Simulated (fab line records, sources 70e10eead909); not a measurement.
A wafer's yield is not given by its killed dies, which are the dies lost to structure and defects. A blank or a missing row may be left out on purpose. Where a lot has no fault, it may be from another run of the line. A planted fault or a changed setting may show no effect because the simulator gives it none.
fab line records	flow nandHarc	part 1 of 2: steps 1 to 4 of 6
[record] lots = 24	wafers = 72	lastDay = 24
route steps=1159 shown A_CONTACT@868
lots with no fault: from the same line, run without faults
startH: start of the lot's first displayed wafer, in hours after the record's first day	waitH: hours from the lot's prior step to this one	" same as the row above	L1.1+2: several wafers, shown together as one row	- no value, or no start was given	* or withheld: withheld	< > ~ a bound
route shown NAME@n: NAME is a module with steps in the file, n the number in the route of the first one	usual: mean/standard deviation of fault-free wafers	same: alike in all rows	chamber/n: place in a boat	sites: readings site by site	_std_site: how widely they spread, as a standard deviation	_edge_site: mean of outer sites minus mean of inner sites	radiusMm: how far each site lies from the wafer's centre	mask NAME#n: copy n	behind: tool/chamber where the wafer was last shaped	hold: why the lot was held/for how many hours/how that ended	device: which transistor (n, p or np) failed to switch	end of line: the same wafers' tests at the end of the route	where a step has no rows: the recipe by itself	killed: not the wafer's yield, but the dies lost to structure and defects at the first sort	map: a wafer's dies, marking killed ones x, the rest . and places with no die _
set.NAME: the setting that was run; set.NAME@STEP: the one run at that earlier step	model.NAME: the simulator's own value behind a step, which no gauge read
one table for each step of the route and one row for each wafer, over a sample of lots
services: when a tool's chamber went out of use (startH, in hours from the record's first day, below 0 if earlier), for how many hours, and the reason
[[steps]]
[step NHARC_A_CONTACT_ETCH_117]
[recipe] sourceW = withheld	pressureMtorr = 20	biasV = 3000	timeS = 94	targetDepthA = 9220	arFlowSccm = withheld	c4f8FlowSccm = withheld	o2FlowSccm = withheld	chemistry = C4F8/O2/Ar
[usual] chamberPressureMTorr = 20.000/0.018
lot.wafer	tool	chamber	startH	waitH	chamberPressureMTorr	rfHoursCounterH
L074.2	harCapEtch-01	0	370.80	0.1	19.994	54
L074.4	"	0	"	"	20.000	-
L074.5	"	1	"	"	20.007	-
L075.4	harCapEtch-02	1	375.25	0.1	20.008	-
L075.3	"	0	"	"	20.002	-
L075.6	"	1	"	"	19.997	-
L076.2	harCapEtch-01	0	392.59	0.1	20.025	59
L076.4	"	0	"	"	20.024	-
L076.5	"	0	"	"	19.989	-
L078.3	harCapEtch-03	1	397.13	0.1	20.008	-
L078.4	"	0	"	"	20.007	-
L078.5	"	0	"	"	20.006	-
L077.2	harCapEtch-01	1	401.70	0.1	19.991	60
L077.1	"	0	"	"	20.019	60
L077.4	"	1	"	"	20.016	-
L080.4	harCapEtch-03	0	409.32	0.1	20.026	-
L080.3	"	1	"	"	20.017	-
L080.5	"	0	"	"	19.967	-
L081.2	harCapEtch-01	0	411.58	0.1	19.983	62
L081.3	"	0	"	"	20.004	-
L081.6	"	0	"	"	20.027	-
L079.1	harCapEtch-03	0	415.59	0.1	19.994	85
L079.5	"	1	"	"	19.976	-
L079.6	"	0	"	"	19.966	-
L083.1	harCapEtch-02	1	426.18	0.1	20.045	19
L083.3	"	1	"	"	20.012	-
L083.5	"	0	"	"	20.017	-
L082.4	harCapEtch-03	0	426.58	0.1	20.002	-
L082.3	"	1	"	"	19.999	-
L082.6	"	1	"	"	20.005	-
L084.1	harCapEtch-02	0	430.14	0.1	20.019	20
L084.3	"	0	"	"	20.019	-
L084.6	"	1	"	"	20.003	-
L085.3	harCapEtch-01	1	439.56	0.1	19.967	-
L085.4	"	0	"	"	19.998	-
L085.5	"	0	"	"	20.004	-
L086.2	harCapEtch-01	0	445.48	0.1	19.967	69
L086.4	"	0	"	"	20.021	-
L086.6	"	1	"	"	20.002	-
L087.2	harCapEtch-02	0	449.72	0.1	19.970	24
L087.5	"	0	"	"	20.010	-
L087.6	"	1	"	"	20.015	-
L088.1	harCapEtch-01	1	450.19	0.1	20.013	70
L088.4	"	1	"	"	19.993	-
L088.5	"	0	"	"	20.022	-
L090.1	harCapEtch-01	1	457.27	0.1	19.998	71
L090.2	"	0	"	"	19.996	71
L090.6	"	0	"	"	20.012	-
L089.1	harCapEtch-02	1	457.74	0.1	19.979	26
L089.2	"	0	"	"	19.999	26
L089.4	"	0	"	"	20.025	-
L091.1	harCapEtch-03	0	482.62	0.1	20.014	97
L091.2	"	1	"	"	19.978	97
L091.5	"	0	"	"	20.005	-
L092.1	harCapEtch-01	1	482.68	0.1	20.016	76
L092.3	"	1	"	"	20.011	-
L092.5	"	1	"	"	19.972	-
L094.1	harCapEtch-02	0	489.13	0.1	20.014	29
L094.5	"	1	"	"	20.008	-
L094.6	"	0	"	"	19.991	-
L093.1	harCapEtch-03	1	490.35	0.1	20.022	99
L093.2	"	0	"	"	19.992	99
L093.6	"	0	"	"	20.022	-
L096.2	harCapEtch-03	0	494.44	0.1	19.985	100
L096.4	"	1	"	"	20.002	-
L096.6	"	0	"	"	20.000	-
L095.1	harCapEtch-02	1	499.32	0.1	19.978	32
L095.4	"	1	"	"	19.972	-
L095.5	"	1	"	"	19.970	-
L097.2	harCapEtch-02	1	504.89	0.1	19.991	33
L097.1	"	0	"	"	19.965	33
L097.4	"	1	"	"	20.012	-
[step NHARC_A_CONTACT_STRIP_55]
[recipe] o2FlowSccm = 500	arFlowSccm = 0	biasW = 0	chemistry = O2
[usual] chamberPressureMTorr = 60.00/0.054	drypumpMotorCurrentA = 5.9/0.41	oesProductAu = 1.005/0.0089	rfVppV = 57.7/0.83	showerheadPlenumPTorr = 3.50/0.13	throttleValvePct = 17.037/0.01
lot.wafer	tool	chamber	startH	waitH	chamberPressureMTorr	drypumpMotorCurrentA	oesProductAu	rfHoursCounterH	rfVppV	showerheadPlenumPTorr	throttleValvePct
L074.2	rieDiel-03	0	-	-	59.98	6.0	0.997	25	57.3	3.50	17.022
L074.4	"	1	"	"	59.97	5.7	1.000	26	58.0	3.68	17.018
L074.5	"	0	"	"	60.01	6.0	0.984	-	57.4	3.50	17.035
L075.3	rieDiel-08	3	-	-	60.02	4.9	1.001	23	57.5	3.33	17.047
L075.4	"	1	"	"	60.01	5.8	1.010	23	57.1	3.50	17.055
L075.6	"	3	"	"	60.00	4.9	1.014	-	57.0	3.33	17.039
L076.2	rieDiel-12	1	-	-	59.96	6.0	1.015	1	57.3	3.46	17.037
L076.4	"	2	"	"	60.07	5.2	1.001	1	56.4	3.36	17.039
L076.5	"	3	"	"	60.05	5.7	1.009	-	57.0	3.51	17.041
L078.4	rieDiel-12	0	-	-	60.04	6.1	1.010	3	57.6	3.68	17.047
L078.3	"	2	"	"	60.05	5.2	0.998	2	57.7	3.36	17.060
L078.5	"	0	"	"	60.01	6.1	1.026	-	59.4	3.68	17.052
L077.1	rieDiel-08	0	-	-	59.89	6.0	1.000	30	58.1	3.63	17.039
L077.4	"	1	"	"	59.96	5.8	1.000	33	55.8	3.50	17.036
L077.2	"	2	"	"	60.03	5.7	0.994	33	56.5	3.29	17.037
L080.3	rieDiel-12	1	-	-	60.06	6.0	1.001	5	58.9	3.46	17.036
L080.4	"	2	"	"	60.04	5.2	0.995	5	57.5	3.36	17.038
L080.5	"	1	"	"	60.05	6.0	1.003	-	58.4	3.46	17.029
L081.3	rieDiel-03	2	-	-	59.94	6.2	1.006	2	57.0	3.31	17.057
L081.2	"	3	"	"	59.99	6.6	1.001	2	58.0	3.48	17.022
L081.6	"	2	"	"	59.93	6.2	1.006	-	56.4	3.31	17.023
L079.1	rieDiel-03	3	-	-	59.88	6.6	1.008	3	57.0	3.48	17.038
L079.6	"	0	"	"	60.09	6.0	0.999	-	58.0	3.49	17.026
L079.5	"	1	"	"	60.05	5.7	1.005	-	58.5	3.68	17.025
L083.3	rieDiel-03	1	-	-	59.97	5.7	1.006	7	57.6	3.68	17.030
L083.1	"	3	"	"	60.02	6.5	0.995	6	57.6	3.48	17.022
L083.5	"	0	"	"	60.05	6.0	0.997	-	58.1	3.49	17.026
L082.3	rieDiel-12	3	-	-	59.89	5.7	1.012	14	59.0	3.50	17.045
L082.4	"	0	"	"	60.08	6.1	1.014	14	58.2	3.67	17.032
L082.6	"	3	"	"	59.99	5.7	1.023	-	58.8	3.50	17.047
L084.1	rieDiel-12	1	-	-	60.17	6.0	0.995	14	56.4	3.46	17.034
L084.3	"	3	"	"	60.00	5.8	1.015	15	57.6	3.50	17.034
L084.6	"	1	"	"	60.01	6.0	1.013	-	57.3	3.46	17.051
L085.4	rieDiel-08	0	-	-	60.05	6.0	1.008	44	57.7	3.62	17.023
L085.3	"	1	"	"	60.02	5.8	1.004	47	58.8	3.49	17.037
L085.5	"	0	"	"	59.95	6.0	1.001	-	57.5	3.62	17.019
L086.2	rieDiel-03	0	-	-	60.01	6.0	0.998	11	56.8	3.49	17.023
L086.4	"	2	"	"	59.98	6.2	1.005	10	56.9	3.30	17.031
L086.6	"	0	"	"	59.97	6.0	0.993	-	58.1	3.49	17.025
L087.2	rieDiel-03	2	-	-	59.98	6.1	1.006	11	56.5	3.30	17.045
L087.5	"	1	"	"	59.93	5.8	0.995	-	58.7	3.67	17.031
L087.6	"	2	"	"	60.02	6.2	1.007	-	58.2	3.30	17.029
L088.4	rieDiel-03	0	-	-	60.05	6.0	1.003	11	57.3	3.49	17.040
L088.1	"	1	"	"	59.97	5.7	1.004	12	59.1	3.67	17.031
L088.5	"	1	"	"	60.02	5.7	0.996	-	57.2	3.67	17.029
L090.2	rieDiel-08	0	-	-	60.06	6.0	1.016	51	57.7	3.62	17.039
L090.1	"	2	"	"	60.08	5.7	1.020	54	56.6	3.28	17.062
L090.6	"	3	"	"	60.08	4.9	0.998	-	57.5	3.32	17.032
L089.1	rieDiel-12	3	-	-	60.07	5.7	1.023	26	57.0	3.50	17.041
L089.2	"	0	"	"	59.92	6.2	1.021	26	59.0	3.66	17.042
L089.4	"	2	"	"	59.97	5.1	1.006	24	57.5	3.35	17.037
L091.2	rieDiel-03	3	-	-	60.01	6.6	0.999	17	57.9	3.48	17.045
L091.1	"	2	"	"	59.97	6.2	1.012	17	57.4	3.30	17.037
L091.5	"	0	"	"	60.00	6.0	1.006	-	58.3	3.49	17.037
L092.3	rieDiel-12	3	-	-	59.95	5.7	1.022	35	60.1	3.49	17.010
L092.1	"	1	"	"	60.13	6.0	1.008	35	57.6	3.45	17.043
L092.5	"	3	"	"	59.94	5.7	1.016	-	57.0	3.49	17.036
L094.1	rieDiel-12	1	-	-	60.10	6.0	1.010	38	58.2	3.44	17.049
L094.6	"	2	"	"	60.07	5.2	0.996	-	56.5	3.34	17.024
L094.5	"	3	"	"	60.00	5.7	1.018	-	58.3	3.49	17.055
L093.1	rieDiel-12	0	-	-	59.99	6.1	1.019	39	58.9	3.66	17.030
L093.2	"	2	"	"	60.03	5.2	1.004	37	58.1	3.34	17.034
L093.6	"	0	"	"	60.04	6.1	1.013	-	57.3	3.65	17.030
L096.4	rieDiel-03	3	-	-	59.97	6.5	0.995	18	56.9	3.48	17.043
L096.2	"	1	"	"	60.09	5.7	1.005	19	57.0	3.67	17.034
L096.6	"	0	"	"	59.91	6.0	0.995	-	58.2	3.49	17.042
L095.4	rieDiel-08	0	-	-	60.01	6.0	1.001	8	58.0	3.61	17.039
L095.1	"	2	"	"	60.02	5.7	1.009	6	58.0	3.80	17.052
L095.5	"	1	"	"	59.93	5.8	0.999	-	58.0	3.48	17.013
L097.4	rieDiel-08	1	-	-	59.92	5.8	1.012	10	57.0	3.48	17.056
L097.1	"	2	"	"	60.02	5.7	1.002	9	57.7	3.80	17.041
L097.2	"	3	"	"	60.03	4.9	1.008	8	56.7	3.31	17.040
[step NHARC_A_CONTACT_DEP_57]
[recipe] targetThkA = 28000	tempC = 400	material = aC
[usual] throttleValvePct = 35.001/0.01
lot.wafer	tool	chamber	startH	waitH	throttleValvePct
L074.2	aclDep-03	0	373.47	-	35.001
L074.4	"	0	"	"	34.986
L074.5	"	0	"	"	35.009
L075.3	aclDep-03	0	379.39	-	35.016
L075.4	"	0	"	"	35.004
L075.6	"	0	"	"	35.011
L076.2	aclDep-02	0	395.23	-	35.016
L076.4	"	0	"	"	35.001
L076.5	"	0	"	"	35.003
L078.3	aclDep-03	0	400.24	-	35.011
L078.4	"	0	"	"	35.012
L078.5	"	0	"	"	34.992
L077.1	aclDep-03	0	404.22	-	34.995
L077.2	"	0	"	"	35.000
L077.4	"	0	"	"	34.993
L080.3	aclDep-02	0	413.28	-	34.998
L080.4	"	0	"	"	35.005
L080.5	"	0	"	"	35.008
L081.2	aclDep-01	0	417.04	-	35.014
L081.3	"	0	"	"	34.996
L081.6	"	0	"	"	34.991
L079.1	aclDep-01	0	419.09	-	34.996
L079.5	"	0	420.24	-	35.000
L079.6	"	0	"	"	34.999
L083.1	aclDep-03	0	428.48	-	35.015
L083.3	"	0	"	"	34.988
L083.5	"	0	"	"	35.004
L082.3	aclDep-01	0	429.52	-	35.002
L082.4	"	0	"	"	35.013
L082.6	"	0	"	"	35.001
L084.1	aclDep-03	0	432.83	-	34.982
L084.3	"	0	"	"	34.996
L084.6	"	0	"	"	34.997
L085.3	aclDep-02	0	442.67	-	35.012
L085.4	"	0	"	"	34.995
L085.5	"	0	"	"	35.004
L086.2	aclDep-02	0	448.05	-	34.990
L086.4	"	0	"	"	34.986
L086.6	"	0	"	"	35.007
L088.1	aclDep-03	0	454.25	-	35.007
L088.4	"	0	"	"	35.011
L088.5	"	0	"	"	35.010
L087.2	aclDep-02	0	454.52	-	35.000
L087.5	"	0	"	"	35.000
L087.6	"	0	"	"	35.014
L090.1	aclDep-01	0	459.80	-	34.992
L090.2	"	0	"	"	34.987
L090.6	"	0	461.20	-	35.010
L089.1	aclDep-03	0	460.19	-	35.007
L089.2	"	0	"	"	35.011
L089.4	"	0	"	"	35.013
L091.1	aclDep-02	0	487.53	-	35.006
L091.2	"	0	"	"	34.998
L091.5	"	0	"	"	35.006
L092.1	aclDep-03	0	487.63	-	34.996
L092.3	"	0	"	"	35.000
L092.5	"	0	"	"	34.993
L094.1	aclDep-01	0	493.73	-	34.984
L094.5	"	0	494.90	-	34.995
L094.6	"	0	"	"	34.996
L093.1	aclDep-02	0	494.31	-	34.986
L093.2	"	0	"	"	34.997
L093.6	"	0	495.74	-	34.997
L096.2	aclDep-02	0	497.57	-	35.011
L096.4	"	0	"	"	35.018
L096.6	"	0	"	"	34.996
L095.1	aclDep-01	0	503.41	-	34.998
L095.4	"	0	"	"	35.009
L095.5	"	0	"	"	34.995
L097.1	aclDep-01	0	508.42	-	35.005
L097.2	"	0	"	"	35.003
L097.4	"	0	"	"	34.981
[step NHARC_A_CONTACT_CD_MEAS_69]
[recipe] targetCdNm = 200	landingEnergyEv = 500
[usual] cdNm = 200.0/0.39
lot.wafer	tool	chamber	startH	waitH	cdNm
L074.2	cdSem-03	0	375.66	-	200.7
L074.4	"	0	"	"	200.7
L074.5	"	0	"	"	200.2
L075.3	cdSem-01	0	381.33	-	199.6
L075.4	"	0	"	"	200.1
L075.6	"	0	"	"	199.3
L076.2	cdSem-02	0	397.38	-	199.9
L076.4	"	0	"	"	199.7
L076.5	"	0	"	"	200.3
L078.3	cdSem-02	0	402.17	-	199.4
L078.4	"	0	"	"	199.8
L078.5	"	0	"	"	199.9
L077.1	cdSem-03	0	406.56	-	200.0
L077.2	"	0	"	"	199.9
L077.4	"	0	"	"	200.5
L080.3	cdSem-03	0	415.17	-	199.5
L080.4	"	0	"	"	199.8
L080.5	"	0	"	"	200.2
L081.2	cdSem-02	0	419.21	-	200.3
L081.3	"	0	"	"	200.0
L081.6	"	0	"	"	200.3
L079.1	cdSem-03	0	421.44	-	199.9
L079.5	"	0	"	"	200.7
L079.6	"	0	"	"	200.2
L083.1	cdSem-02	0	430.84	-	199.7
L083.3	"	0	"	"	199.8
L083.5	"	0	"	"	199.9
L082.3	cdSem-01	0	431.29	-	199.5
L082.4	"	0	"	"	199.9
L082.6	"	0	"	"	199.8
L084.1	cdSem-02	0	435.31	-	199.7
L084.3	"	0	"	"	199.7
L084.6	"	0	"	"	200.0
L085.3	cdSem-02	0	444.60	-	199.9
L085.4	"	0	"	"	199.8
L085.5	"	0	"	"	199.7
L086.2	cdSem-03	0	450.09	-	199.4
L086.4	"	0	"	"	199.4
L086.6	"	0	"	"	199.3
L087.2	cdSem-02	0	456.67	-	199.6
L087.5	"	0	"	"	200.3
L087.6	"	0	"	"	200.2
L088.1	cdSem-02	0	456.82	-	200.4
L088.4	"	0	"	"	200.3
L088.5	"	0	"	"	200.9
L090.1	cdSem-02	0	462.10	-	199.9
L090.2	"	0	"	"	199.8
L090.6	"	0	"	"	200.3
L089.1	cdSem-03	0	462.64	-	200.0
L089.2	"	0	"	"	199.9
L089.4	"	0	"	"	199.1
L091.1	cdSem-03	0	489.88	-	200.0
L091.2	"	0	"	"	199.9
L091.5	"	0	"	"	200.5
L092.1	cdSem-03	0	490.12	-	200.0
L092.3	"	0	"	"	200.0
L092.5	"	0	"	"	199.8
L094.1	cdSem-02	0	496.10	-	199.8
L094.5	"	0	"	"	200.0
L094.6	"	0	"	"	199.9
L093.1	cdSem-02	0	496.77	-	199.2
L093.2	"	0	"	"	199.3
L093.6	"	0	"	"	198.9
L096.2	cdSem-01	0	499.77	-	200.2
L096.4	"	0	"	"	200.5
L096.6	"	0	"	"	199.9
L095.1	cdSem-03	0	505.87	-	200.6
L095.4	"	0	"	"	200.5
L095.5	"	0	"	"	200.0
L097.1	cdSem-03	0	510.87	-	200.2
L097.2	"	0	"	"	199.6
L097.4	"	0	"	"	199.7
